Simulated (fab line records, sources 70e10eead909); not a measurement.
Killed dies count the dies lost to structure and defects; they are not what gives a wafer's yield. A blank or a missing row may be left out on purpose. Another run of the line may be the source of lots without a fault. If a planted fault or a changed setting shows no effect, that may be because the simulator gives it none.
fab line records -- flow nand-harc
record: lots: 12, wafers: 36, last-day: 33
route steps=1302 shown P_BONDPAD@374 A_ONON_D1@430 END@1302
lots that met no fault: from a run of the same line without faults
start-h: hours from the record's opening day to when the first of the lot's shown wafers began -- wait-h: time in hours since the lot's previous step -- " as in the row above -- L1.1+2: one row covering several wafers at once -- - no value present, or no start provided -- * or withheld: withheld -- < > ~ a bound
route shown NAME@n: NAME is a module with steps in the file, n the number in the route of the first one -- usual: mean and standard deviation over wafers with no fault -- same: alike in all rows -- chamber/n: place in a boat -- sites: readings site by site -- _std_site: standard deviation across them -- _edge_site: inner sites' mean taken away from outer sites' mean -- radius-mm: for every site, how far away it sits from the centre of the wafer -- mask NAME#n: copy n -- behind: the last tool/chamber to shape the wafer -- hold: why the lot was held/for how many hours/how that ended -- device: the n, p or np transistor that did not switch -- end of line: the same wafers' tests at the end of the route -- a step without rows: its recipe alone -- killed: dies lost to structure and defects at the first sort, not the wafer's yield -- map: shows each die of a wafer: x if killed, . if not, _ if none is there
set.NAME: the setting the step ran with; set.NAME@STEP: the setting that earlier step ran with -- model.NAME: the simulator's own value behind a step, which no gauge read
one table for each step of the route and one row for each wafer, over a sample of lots
services: a tool's chamber out of use, with start hour (start-h, from the record's first day; less than 0 if before it), hours out, and reason
== steps ==
step: NHARC_P_BONDPAD_DEGAS_25
recipe: temp-c: 300, time-s: 60
usual: heater-power-w: 448/27, susceptor-temp-C: 299.98/0.2
lot.wafer,tool,chamber,start-h,wait-h,heater-power-w,susceptor-temp-C
L206.1,pvd-sputter-03,-,131.15,-,480,300.15
L206.3,pvd-sputter-03,-,131.15,-,456,299.92
L206.5,pvd-sputter-03,-,131.15,-,454,299.97
L208.3,pvd-sputter-02,-,155.08,-,444,-
L208.4,pvd-sputter-02,-,155.08,-,450,-
L208.1,pvd-sputter-02,-,155.08,-,438,-
L209.2,pvd-sputter-03,-,167.52,-,438,299.95
L209.5,pvd-sputter-03,-,167.52,-,473,300.02
L209.6,pvd-sputter-03,-,167.52,-,472,300.29
L211.4,pvd-sputter-01,-,190.13,-,457,300.30
L211.1,pvd-sputter-01,-,190.13,-,461,299.98
L211.6,pvd-sputter-01,-,190.13,-,400,300.04
L214.3,pvd-sputter-03,-,211.62,-,449,-
L214.2,pvd-sputter-03,-,211.62,-,472,-
L214.6,pvd-sputter-03,-,211.62,-,445,-
L217.1,pvd-sputter-02,-,243.84,-,448,299.97
L217.2,pvd-sputter-02,-,243.84,-,425,300.25
L217.6,pvd-sputter-02,-,243.84,-,488,300.24
L218.2,pvd-sputter-02,-,252.53,-,445,300.10
L218.1,pvd-sputter-02,-,252.53,-,508,299.79
L218.5,pvd-sputter-02,-,252.53,-,440,299.86
L224.3,pvd-sputter-02,-,319.00,-,437,299.79
L224.1,pvd-sputter-02,-,319.00,-,477,300.06
L224.6,pvd-sputter-02,-,319.00,-,460,299.73
L225.4,pvd-sputter-01,-,329.35,-,447,300.11
L225.3,pvd-sputter-01,-,329.35,-,485,299.74
L225.5,pvd-sputter-01,-,329.35,-,413,299.93
L226.1,pvd-sputter-01,-,334.96,-,420,299.65
L226.6,pvd-sputter-01,-,334.96,-,411,299.78
L226.5,pvd-sputter-01,-,334.96,-,487,299.87
L227.3,pvd-sputter-01,-,346.70,-,476,300.12
L227.2,pvd-sputter-01,-,346.70,-,419,299.89
L227.1,pvd-sputter-01,-,346.70,-,440,299.71
L229.1,pvd-sputter-02,-,366.41,-,433,299.90
L229.4,pvd-sputter-02,-,366.41,-,428,299.92
L229.5,pvd-sputter-02,-,366.41,-,439,300.20
step: NHARC_P_BONDPAD_PRE_CLEAN_26
recipe: time-s: 30, temp-c: 280, gas: H2/He
usual: heater-power-w: 391/22, susceptor-temp-C: 280.03/0.18
lot.wafer,tool,chamber,start-h,wait-h,heater-power-w,susceptor-temp-C
L206.3,pvd-sputter-03,-,-,-,375,279.93
L206.1,pvd-sputter-03,-,-,-,420,279.92
L206.5,pvd-sputter-03,-,-,-,409,280.08
L208.1,pvd-sputter-02,-,-,-,393,280.39
L208.3,pvd-sputter-02,-,-,-,392,279.84
L208.4,pvd-sputter-02,-,-,-,428,280.46
L209.2,pvd-sputter-03,-,-,-,421,279.95
L209.6,pvd-sputter-03,-,-,-,424,280.09
L209.5,pvd-sputter-03,-,-,-,380,279.99
L211.1,pvd-sputter-01,-,-,-,373,280.09
L211.4,pvd-sputter-01,-,-,-,402,280.09
L211.6,pvd-sputter-01,-,-,-,407,279.95
L214.3,pvd-sputter-03,-,-,-,409,279.92
L214.2,pvd-sputter-03,-,-,-,394,280.06
L214.6,pvd-sputter-03,-,-,-,357,280.16
L217.2,pvd-sputter-02,-,-,-,382,279.97
L217.1,pvd-sputter-02,-,-,-,397,279.84
L217.6,pvd-sputter-02,-,-,-,380,279.92
L218.2,pvd-sputter-02,-,-,-,391,280.05
L218.1,pvd-sputter-02,-,-,-,380,280.15
L218.5,pvd-sputter-02,-,-,-,382,280.18
L224.1,pvd-sputter-02,-,-,-,403,280.05
L224.3,pvd-sputter-02,-,-,-,395,279.52
L224.6,pvd-sputter-02,-,-,-,412,279.92
L225.3,pvd-sputter-01,-,-,-,416,280.04
L225.4,pvd-sputter-01,-,-,-,374,280.02
L225.5,pvd-sputter-01,-,-,-,418,280.02
L226.1,pvd-sputter-01,-,-,-,356,-
L226.6,pvd-sputter-01,-,-,-,356,-
L226.5,pvd-sputter-01,-,-,-,418,-
L227.1,pvd-sputter-01,-,-,-,362,279.99
L227.2,pvd-sputter-01,-,-,-,411,280.34
L227.3,pvd-sputter-01,-,-,-,369,280.09
L229.1,pvd-sputter-02,-,-,-,386,279.86
L229.4,pvd-sputter-02,-,-,-,373,279.99
L229.5,pvd-sputter-02,-,-,-,383,280.15
step: NHARC_A_ONON_D1_DEP_09
recipe: target-thk-a: 10000, n2-flow-sccm: 2750, n2o-flow-sccm: 2000, nh3-flow-sccm: 500, sih4-flow-sccm: 210, temp-c: 400
usual: susceptor-temp-C: 400.01/0.25
lot.wafer,tool,chamber,start-h,wait-h,susceptor-temp-C
L206.1,pecvd-onon-02,0,158.20,0.1,400.44
L206.3,pecvd-onon-02,0,158.20,0.1,400.23
L206.5,pecvd-onon-02,0,158.20,0.1,399.99
L208.1,pecvd-onon-04,0,181.73,0.1,400.11
L208.3,pecvd-onon-04,0,181.73,0.1,400.15
L208.4,pecvd-onon-04,0,181.73,0.1,399.95
L209.2,pecvd-onon-04,0,194.12,0.1,399.93
L209.5,pecvd-onon-04,0,194.12,0.1,399.78
L209.6,pecvd-onon-04,0,194.12,0.1,400.27
L211.1,pecvd-onon-01,0,216.78,0.1,400.07
L211.4,pecvd-onon-01,0,216.78,0.1,399.77
L211.6,pecvd-onon-01,0,216.78,0.1,399.86
L214.2,pecvd-onon-04,0,239.56,0.1,400.34
L214.3,pecvd-onon-04,0,239.56,0.1,400.19
L214.6,pecvd-onon-04,0,239.56,0.1,400.40
L217.1,pecvd-onon-04,0,270.16,0.1,400.12
L217.2,pecvd-onon-04,0,270.16,0.1,400.08
L217.6,pecvd-onon-04,0,270.16,0.1,400.04
L218.1,pecvd-onon-04,0,280.99,0.1,399.73
L218.2,pecvd-onon-04,0,280.99,0.1,400.08
L218.5,pecvd-onon-04,0,280.99,0.1,399.68
L224.1,pecvd-onon-04,0,345.98,0.1,400.11
L224.3,pecvd-onon-04,0,345.98,0.1,399.80
L224.6,pecvd-onon-04,0,345.98,0.1,399.79
L225.3,pecvd-onon-02,0,355.48,0.2,400.55
L225.4,pecvd-onon-02,0,355.48,0.2,400.46
L225.5,pecvd-onon-02,0,355.48,0.2,400.32
L226.1,pecvd-onon-04,0,361.80,0.1,399.96
L226.5,pecvd-onon-04,0,361.80,0.1,400.13
L226.6,pecvd-onon-04,0,361.80,0.1,400.02
L227.1,pecvd-onon-04,0,373.12,0.1,399.80
L227.2,pecvd-onon-04,0,373.12,0.1,399.77
L227.3,pecvd-onon-04,0,373.12,0.1,400.07
L229.1,pecvd-onon-01,0,393.80,0.1,399.73
L229.4,pecvd-onon-01,0,393.80,0.1,399.99
L229.5,pecvd-onon-01,0,393.80,0.1,400.11
step: NHARC_A_ONON_D1_THK_MEAS_11
recipe: thk-meas-gauge: ellipsometry
usual: thk-nm: 998/9.7
lot.wafer,tool,chamber,start-h,wait-h,thk-nm
L206.1,film-metro-02,-,158.71,-,976
L206.3,film-metro-02,-,158.71,-,976
L206.5,film-metro-02,-,158.71,-,977
L208.1,film-metro-02,-,182.24,-,990
L208.3,film-metro-02,-,182.24,-,989
L208.4,film-metro-02,-,182.24,-,989
L209.2,film-metro-01,-,194.58,-,987
L209.5,film-metro-01,-,194.58,-,989
L209.6,film-metro-01,-,194.58,-,986
L211.1,film-metro-02,-,217.30,-,994
L211.4,film-metro-02,-,217.30,-,995
L211.6,film-metro-02,-,217.30,-,995
L214.2,film-metro-01,-,240.01,-,1013
L214.3,film-metro-01,-,240.01,-,1013
L214.6,film-metro-01,-,240.01,-,1013
L217.1,film-metro-01,-,270.67,-,692
L217.2,film-metro-01,-,270.67,-,998
L217.6,film-metro-01,-,270.67,-,996
L218.1,film-metro-01,-,281.50,-,688
L218.2,film-metro-01,-,281.50,-,991
L218.5,film-metro-01,-,281.50,-,991
L224.1,film-metro-02,-,346.50,-,1003
L224.3,film-metro-02,-,346.50,-,1005
L224.6,film-metro-02,-,346.50,-,1004
L225.3,film-metro-02,-,355.87,-,997
L225.4,film-metro-02,-,355.87,-,998
L225.5,film-metro-02,-,355.87,-,998
L226.1,film-metro-02,-,362.32,-,998
L226.5,film-metro-02,-,362.32,-,997
L226.6,film-metro-02,-,362.32,-,996
L227.1,film-metro-02,-,373.63,-,1011
L227.2,film-metro-02,-,373.63,-,1010
L227.3,film-metro-02,-,373.63,-,1010
L229.1,film-metro-02,-,394.32,-,1011
L229.4,film-metro-02,-,394.32,-,1009
L229.5,film-metro-02,-,394.32,-,1009
step: NHARC_A_ONON_D1_DEP_33
recipe: target-thk-a: 2000, temp-c: 400, pressure-torr: 6.5, rf-w: 900, teos-flow-sccm: 161.4, flow-sccm: 2650, target-thk-nm: 200, gas: O2, material: SiO2
usual: heater-power-w: 549/91, susceptor-temp-C: 399.99/0.22, throttle-valve-pct: 16.2/0.5
lot.wafer,tool,chamber,start-h,wait-h,heater-power-w,susceptor-temp-C,throttle-valve-pct
L206.1,pecvd-01,2,169.48,0.1,574,399.85,15.6
L206.3,pecvd-01,2,169.48,0.1,598,399.93,16.0
L206.5,pecvd-01,2,169.48,0.1,589,399.90,15.9
L208.1,pecvd-04,2,193.10,0.4,493,400.22,16.2
L208.3,pecvd-04,0,193.10,0.4,393,400.21,16.2
L208.4,pecvd-04,1,193.10,0.4,346,400.11,15.3
L209.2,pecvd-03,0,205.29,0.1,652,399.85,16.1
L209.5,pecvd-03,2,205.29,0.1,691,400.07,15.5
L209.6,pecvd-03,0,205.29,0.1,679,399.54,16.4
L211.1,pecvd-03,1,229.01,0.2,505,399.95,16.4
L211.4,pecvd-03,0,229.01,0.2,568,399.36,16.0
L211.6,pecvd-03,2,229.01,0.2,642,399.92,15.4
L214.3,pecvd-03,0,253.84,0.1,654,399.69,16.3
L214.2,pecvd-03,1,253.84,0.1,621,399.80,16.5
L214.6,pecvd-03,0,253.84,0.1,666,399.97,16.5
L217.1,pecvd-01,0,281.38,0.1,565,400.33,16.6
L217.2,pecvd-01,1,281.38,0.1,602,400.01,16.9
L217.6,pecvd-01,1,281.38,0.1,609,400.18,16.9
L218.2,pecvd-03,2,296.40,0.1,618,399.91,15.8
L218.1,pecvd-03,0,296.40,0.1,591,399.64,16.4
L218.5,pecvd-03,2,296.40,0.1,634,399.78,15.9
L224.3,pecvd-03,0,358.90,0.1,670,399.82,16.4
L224.1,pecvd-03,1,358.90,0.1,583,399.67,16.5
L224.6,pecvd-03,1,358.90,0.1,602,399.78,16.6
L225.3,pecvd-04,1,368.33,0.1,396,399.73,15.2
L225.5,pecvd-04,2,368.33,0.1,486,400.14,16.7
L225.4,pecvd-04,0,368.33,0.1,528,400.07,15.7
L226.1,pecvd-01,0,375.86,0.1,667,400.13,16.3
L226.5,pecvd-01,0,375.86,0.1,668,399.93,16.5
L226.6,pecvd-01,2,375.86,0.1,520,400.06,15.9
L227.2,pecvd-01,0,384.53,0.1,563,400.01,16.4
L227.1,pecvd-01,1,384.53,0.1,614,400.21,16.9
L227.3,pecvd-01,2,384.53,0.1,509,400.07,15.8
L229.1,pecvd-04,0,405.39,0.1,541,399.67,15.7
L229.5,pecvd-04,2,405.39,0.1,570,399.34,16.7
L229.4,pecvd-04,0,405.39,0.1,403,399.93,15.8
step: NHARC_END_SORT_01
recipe: temp-c: 25
usual: killed-at-array: 56/20, killed-at-other: 0.9/1.1, killed-at-periphery: 3.7/3, killed-dies: 61/21, killed-open: 2.9/1.6, killed-short: 2.6/1.4
same: gross-dies: 677
lot.wafer,tool,chamber,start-h,wait-h,killed-at-array,killed-at-other,killed-at-periphery,killed-dies,killed-open,killed-short
L217.1,prober-01,0,669.60,2.5,665,1,11,677,3,2
L217.2,prober-01,0,670.40,2.8,65,2,13,80,3,5
L217.6,prober-01,0,673.60,4.0,92,1,8,101,3,2
L218.1,prober-02,0,678.69,2.6,674,1,2,677,2,1
L218.2,prober-02,0,679.49,2.9,37,1,2,40,3,2
L218.5,prober-02,0,681.91,3.7,49,1,2,52,4,3
killed by level:class
L217.1 A_ONON_D1:area-dep=583 A_CHANNEL_HOLE_D1:chamber-film-flake=31 A_SLIT:chamber-film-flake=28 A_CHANNEL_HOLE_D2:chamber-film-flake=10 P_STI:chamber-film-flake=4 P_GATE:chamber-film-flake=4 A_CHANNEL_FILL_D1:geometric-particle:short=2 P_M0:chamber-film-flake=2
L217.2 A_SLIT:chamber-film-flake=25 A_CHANNEL_HOLE_D1:chamber-film-flake=16 A_CHANNEL_HOLE_D2:chamber-film-flake=10 P_GATE:chamber-film-flake=5 P_M0:chamber-film-flake=4 A_BONDPAD:chamber-film-flake=4 P_STI:chamber-film-flake=3 A_CHANNEL_HOLE_D1:geometric-particle:short=2
L217.6 A_CHANNEL_HOLE_D1:chamber-film-flake=36 A_SLIT:chamber-film-flake=32 A_CHANNEL_HOLE_D2:chamber-film-flake=13 P_M0:chamber-film-flake=5 A_CONTACT:chamber-film-flake=4 P_STI:chamber-film-flake=2 A_WL_FILL:chamber-film-flake=2 A_CHANNEL_HOLE_D1:geometric-particle:open=1
L218.1 A_ONON_D1:area-dep=625 A_CHANNEL_HOLE_D1:chamber-film-flake=34 A_CHANNEL_FILL_D1:chamber-film-flake=5 A_CHANNEL_FILL_D2:chamber-film-flake=2 A_STAIRCASE:chamber-film-flake=2 A_SOURCE_PLATE:geometric-particle:open=1 A_ONON_D1:geometric-particle:open=1 A_CHANNEL_FILL_D2:geometric-particle:short=1
L218.2 A_CHANNEL_HOLE_D1:chamber-film-flake=22 A_STAIRCASE:chamber-film-flake=4 A_SLIT:chamber-film-flake=4 A_CHANNEL_HOLE_D1:geometric-particle:short=1 A_CHANNEL_FILL_D1:geometric-particle:short=1 A_WL_FILL:geometric-particle:open=1 A_M0:geometric-particle:open=1 STARTING-WAFER:geometric-particle:open=1
L218.5 A_CHANNEL_HOLE_D1:chamber-film-flake=35 A_CONTACT:geometric-particle:open=2 A_SLIT:chamber-film-flake=2 A_CHANNEL_FILL_D1:chamber-film-flake=2 A_ONON_D1:geometric-particle:short=1 A_WL_FILL:geometric-particle:short=1 A_BLC:geometric-particle:open=1 A_M0:geometric-particle:open=1
== services ==
tool,chamber,start-h,hours,kind
pecvd-04,2,116.11,60.8,repair
pvd-sputter-02,-,116.80,0.7,repair
pecvd-onon-04,-,130.00,13.0,pm
pecvd-01,-,130.12,13.0,pm
pecvd-04,1,141.84,6.5,repair
pvd-sputter-02,-,145.33,0.6,repair
pecvd-01,0,156.73,21.7,repair
pvd-sputter-01,-,167.06,6.9,repair
pvd-sputter-03,-,170.00,10.0,pm
pvd-sputter-03,-,181.15,18.2,repair
pecvd-03,-,185.03,13.0,pm
pecvd-03,2,243.44,6.8,repair
pecvd-01,1,251.79,7.7,repair
pvd-sputter-01,-,274.89,10.0,pm
pvd-sputter-02,-,282.00,10.0,pm
pecvd-03,1,291.18,8.0,repair
pecvd-onon-04,-,311.00,13.0,pm
pecvd-01,-,311.12,13.0,pm
pvd-sputter-03,-,348.00,10.0,pm
pecvd-03,2,363.99,3.7,repair
pecvd-03,-,366.37,13.0,pm
pecvd-01,1,369.20,8.6,repair
pvd-sputter-01,-,371.41,7.4,repair
pecvd-03,-,397.07,0.7,repair
== key ==
first-sign: step: NHARC_A_ONON_D1_THK_MEAS_11, reading: thk-nm, direction: down, sigmas: 32, usual: 998, struck: 690
effect: step: NHARC_END_SORT_01, reading: killed-at-array, direction: up, sigmas: 30, usual: 56, struck: 670
more-kills-born-at: NHARC_A_ONON_D1_DEP_09@pecvd-onon-04: 1208
met-at NHARC_A_ONON_D1_DEP_09
struck-lots L217,L218
struck-wafers L217.1,L218.1
later-rows-left-out L217.1,L218.1
tester-left-out L217,L218
not-acting-at NHARC_P_BONDPAD_DEGAS_25,NHARC_P_BONDPAD_PRE_CLEAN_26,NHARC_A_ONON_D1_DEP_33
onset-between 239.56 270.16
fault: kind: process-parameter-drift, tool: pecvd-onon-04, chamber: -, onset-h: 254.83, steps: NHARC_A_ONON_D1_DEP_09, channel: target-thk-a, offset: *, shape: step, end-h: 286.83, scope: struck-wafers-only, acts-in: *, stated: *
tester-left-out: of these lots the tester's yield and bins aren't shown, on N5 and GAA mostly nor the transistor test; their killed dies are dies lost to structure and defects alone, not to doping, threshold or leakage, so they don't give the yield
later-rows-left-out: the simulator's readings of these wafers behind a module that went badly wrong aren't trusted and aren't shown, but for the sort
